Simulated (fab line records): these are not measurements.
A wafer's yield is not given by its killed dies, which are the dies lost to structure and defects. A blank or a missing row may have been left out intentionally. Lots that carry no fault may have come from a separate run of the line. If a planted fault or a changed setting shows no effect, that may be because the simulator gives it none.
The tool behind it: which one?    flow n5 finfet    10 lots, 30 wafers sampled, at 7 steps of a route of 1938

== WHAT THE GAUGES SHOWED, per wafer ==
N5_BEOL_M2_INSPECT_59: inspects for defects (darkfield).
lot   measured      on                 raw defect count
L358  day 7 08:34   defect inspect-02  69 92 94
L362  day 8 08:47   defect inspect-02  66 95 75
L363  day 8 12:09   defect inspect-02  54 41 55
L364  day 8 13:47   defect inspect-01  107 105 73
L365  day 9 03:20   defect inspect-01  49 24 72
L366  day 9 12:19   defect inspect-02  58 68 75
L368  day 9 22:07   defect inspect-02  49 72 51
L369  day 10 00:49  defect inspect-01  110 58 81
L372  day 10 17:29  defect inspect-02  319 367 356
L373  day 11 12:31  defect inspect-02  318 395 356

N5_BEOL_M3_INSPECT_30: inspects for defects (brightfield).
lot   measured      on                 raw defect count
L358  day 7 11:08   defect inspect-01  580 745 576
L362  day 8 10:31   defect inspect-02  400 482 354
L363  day 8 16:14   defect inspect-02  254 343 351
L364  day 8 16:33   defect inspect-02  477 444 384
L365  day 9 05:03   defect inspect-02  334 277 308
L366  day 9 16:14   defect inspect-02  421 350 472
L368  day 10 01:25  defect inspect-02  475 374 493
L369  day 10 03:55  defect inspect-01  515 311 482
L372  day 10 19:31  defect inspect-01  522 577 554
L373  day 11 15:19  defect inspect-01  796 710 724

N5_BEOL_M4_RC_MEAS_101.
lot   measured      on         DIBL_N (mV/V)   DIBL_P (mV/V)   IOFF_N (nA/um)     IOFF_P (nA/um)     ION_N (uA/um)  ION_P (uA/um)  SS_N (mV/dec)   SS_P (mV/dec)   VT_N (mV)          VT_P (mV)
L358  day 8 08:29   prober-01  35.7 36.7 35.8  35.7 36.6 35.5  0.152 0.157 0.149  0.207 0.215 0.198  677 676 664    464 468 460    71.3 71.8 71.7  73.3 73.8 74.5  249.9 249.4 251.1  -250.3 -251.7 -249.5
L362  day 8 22:37   prober-01  34.9 34.0 33.9  34.8 33.9 33.5  0.137 0.129 0.126  0.224 0.204 0.202  657 661 660    464 463 466    70.6 70.9 71.0  72.8 72.6 72.7  254.1 256.0 249.6  -246.3 -251.0 -251.1
L363  day 9 15:51   prober-02  36.5 34.8 36.1  36.7 33.9 36.1  0.155 0.126 0.144  0.208 0.179 0.205  673 664 669    460 459 462    71.6 71.2 71.3  73.4 72.0 73.7  250.9 250.4 252.1  -250.0 -253.1 -252.4
L364  day 9 16:14   prober-01  37.1 36.5 36.7  38.8 37.6 38.3  0.171 0.168 0.163  0.237 0.222 0.237  675 674 675    466 463 464    72.0 71.3 71.5  73.4 73.5 73.5  248.3 247.9 249.0  -246.5 -247.4 -246.5
L365  day 9 22:48   prober-01  35.8 37.2 34.7  36.1 38.0 35.6  0.159 0.187 0.134  0.205 0.236 0.195  677 683 658    461 462 456    71.3 71.7 70.5  73.3 73.5 73.3  249.3 245.6 251.4  -251.5 -248.7 -252.2
L366  day 10 08:18  prober-02  37.3 36.9 38.4  36.8 34.5 37.2  0.157 0.142 0.170  0.208 0.175 0.222  676 670 679    460 454 466    71.5 71.5 71.0  73.1 72.3 73.1  250.6 249.8 250.6  -246.9 -251.8 -248.8
L368  day 10 21:17  prober-02  38.7 37.9 35.8  38.5 37.2 34.8  0.179 0.162 0.128  0.225 0.197 0.170  667 675 660    459 458 449    71.6 72.3 71.3  74.1 73.1 73.0  249.6 250.2 255.4  -251.0 -252.6 -253.6
L369  day 10 20:49  prober-01  34.5 38.3 37.3  32.8 37.4 35.7  0.128 0.196 0.183  0.193 0.279 0.255  666 681 686    461 475 479    70.5 71.3 72.2  73.8 73.9 73.6  250.2 242.4 245.2  -249.4 -240.7 -242.6
L372  day 11 13:08  prober-02  36.7 37.1 37.5  36.3 36.5 38.4  0.153 0.157 0.169  0.211 0.212 0.252  667 678 690    461 467 474    71.8 71.4 71.5  73.5 73.0 74.4  250.2 248.7 245.7  -251.3 -250.3 -248.6
L373  day 12 09:46  prober-01  37.7 37.2 38.2  37.4 37.2 38.3  0.158 0.149 0.169  0.238 0.240 0.260  669 665 671    463 462 471    72.0 71.5 71.9  73.7 73.4 73.4  249.9 249.9 249.4  -249.9 -250.2 -246.3

== TOOL THAT RAN EACH LOT (tool first, then ch and the chambers of the sampled wafers, then the start) ==
lot   N5_BEOL_M2_ANNEAL_82          N5_BEOL_M2_ANNEAL_89          N5_BEOL_M2_ANNEAL_95          N5_BEOL_M2_PRE_CLEAN_60
L358  pvd sputter-03, day 7 06:14   pvd sputter-03, day 7 06:41   pvd sputter-03, day 7 07:20   cvd co-01 ch 0,1,2, day 7 08:19
L362  pvd sputter-01, day 8 06:14   pvd sputter-01, day 8 06:46   pvd sputter-01, day 8 07:32   cvd co-02 ch 0,1,2, day 8 08:32
L363  pvd sputter-03, day 8 09:49   pvd sputter-03, day 8 10:16   pvd sputter-03, day 8 10:55   cvd co-02 ch 0,1,2, day 8 11:54
L364  pvd sputter-02, day 8 11:23   pvd sputter-02, day 8 11:50   pvd sputter-02, day 8 12:29   cvd co-01 ch 0,2, day 8 13:32
L365  pvd sputter-01, day 9 00:56   pvd sputter-01, day 9 01:22   pvd sputter-01, day 9 02:02   cvd co-02 ch 0,1, day 9 03:05
L366  pvd sputter-01, day 9 09:58   pvd sputter-01, day 9 10:25   pvd sputter-01, day 9 11:04   cvd co-01 ch 0,2, day 9 12:02
L368  pvd sputter-01, day 9 19:48   pvd sputter-01, day 9 20:14   pvd sputter-01, day 9 20:54   cvd co-02 ch 0,2, day 9 21:52
L369  pvd sputter-01, day 9 22:29   pvd sputter-01, day 9 22:55   pvd sputter-01, day 9 23:35   cvd co-01 ch 1,2, day 10 00:34
L372  pvd sputter-03, day 10 14:58  pvd sputter-03, day 10 15:24  pvd sputter-03, day 10 16:04  cvd co-02 ch 0, day 10 17:11
L373  pvd sputter-03, day 11 10:11  pvd sputter-03, day 11 10:38  pvd sputter-03, day 11 11:17  cvd co-02 ch 0,1, day 11 12:16
- N5_BEOL_M2_ANNEAL_82: time 240 s.
- N5_BEOL_M2_ANNEAL_89: time 240 s.
- N5_BEOL_M2_ANNEAL_95: time 240 s.
- N5_BEOL_M2_PRE_CLEAN_60: time 15 s.

== AS READ BY THE TOOLS THEMSELVES (means over the sampled wafers that have a number; for cases with no such wafer, the mark the record gives instead) ==
N5_BEOL_M2_ANNEAL_82.
lot   tool            heater power w (W)
L358  pvd sputter-03  933
L362  pvd sputter-01  789
L363  pvd sputter-03  924
L364  pvd sputter-02  867
L365  pvd sputter-01  858
L366  pvd sputter-01  876
L368  pvd sputter-01  829
L369  pvd sputter-01  825
L372  pvd sputter-03  895
L373  pvd sputter-03  1058

N5_BEOL_M2_ANNEAL_89.
lot   tool            heater power w (W)
L358  pvd sputter-03  926
L362  pvd sputter-01  794
L363  pvd sputter-03  925
L364  pvd sputter-02  854
L365  pvd sputter-01  844
L366  pvd sputter-01  876
L368  pvd sputter-01  819
L369  pvd sputter-01  821
L372  pvd sputter-03  896
L373  pvd sputter-03  1075

N5_BEOL_M2_ANNEAL_95.
lot   tool            heater power w (W)
L358  pvd sputter-03  922
L362  pvd sputter-01  800
L363  pvd sputter-03  929
L364  pvd sputter-02  845
L365  pvd sputter-01  857
L366  pvd sputter-01  861
L368  pvd sputter-01  829
L369  pvd sputter-01  828
L372  pvd sputter-03  893
L373  pvd sputter-03  1062

N5_BEOL_M2_PRE_CLEAN_60.
lot   tool       heater power outer w (W)  heater power w (W)
L358  cvd co-01  23                        86
L362  cvd co-02  16                        71
L363  cvd co-02  16                        72
L364  cvd co-01  21                        73
L365  cvd co-02  14                        66
L366  cvd co-01  21                        74
L368  cvd co-02  21                        77
L369  cvd co-01  23                        89
L372  cvd co-02  24                        76
L373  cvd co-02  14                        66

== THE ANSWER, worked out from the rows above alone ==
Rule: what is usual is taken from the lots themselves. Put in order of their means at a reading, lots are off if they are a third of the lots or fewer, leave a main group of 4 or more, and stand apart from it by a gap of 3 or more times the standard deviation of the main group's means; of several such gaps the widest counts. The tables above print the reading to a certain number of digits; a main group whose means all agree to those digits is not used. A lot without any number at a reading at which 4 lots or more have one is off too. Any other lot the step has rows for is counted as sound. The gauges are gone through in route order, then the tools' own readings, and for those a lot's mean is taken as printed above. The first step at which some lot is off is used, and at that step the reading that is off furthest; a lot without a number counts as furthest.
Off: L372, L373, at N5_BEOL_M2_INSPECT_59 (raw defect count). Mean 71 and standard deviation 16 in the main group.
A tool fits if, at a process step before that reading, it ran every lot that is off, and no sound lot after the first of them. Those tools and the gauges at N5_BEOL_M2_INSPECT_59 are tried in the same way. Can't be told from this: 3 tools fit, pvd sputter-03 at N5_BEOL_M2_ANNEAL_82 and N5_BEOL_M2_ANNEAL_89 and N5_BEOL_M2_ANNEAL_95, cvd co-02 at N5_BEOL_M2_PRE_CLEAN_60, defect inspect-02 at N5_BEOL_M2_INSPECT_59.

== WHAT HAD BEEN PUT IN BY THE SIMULATOR ==
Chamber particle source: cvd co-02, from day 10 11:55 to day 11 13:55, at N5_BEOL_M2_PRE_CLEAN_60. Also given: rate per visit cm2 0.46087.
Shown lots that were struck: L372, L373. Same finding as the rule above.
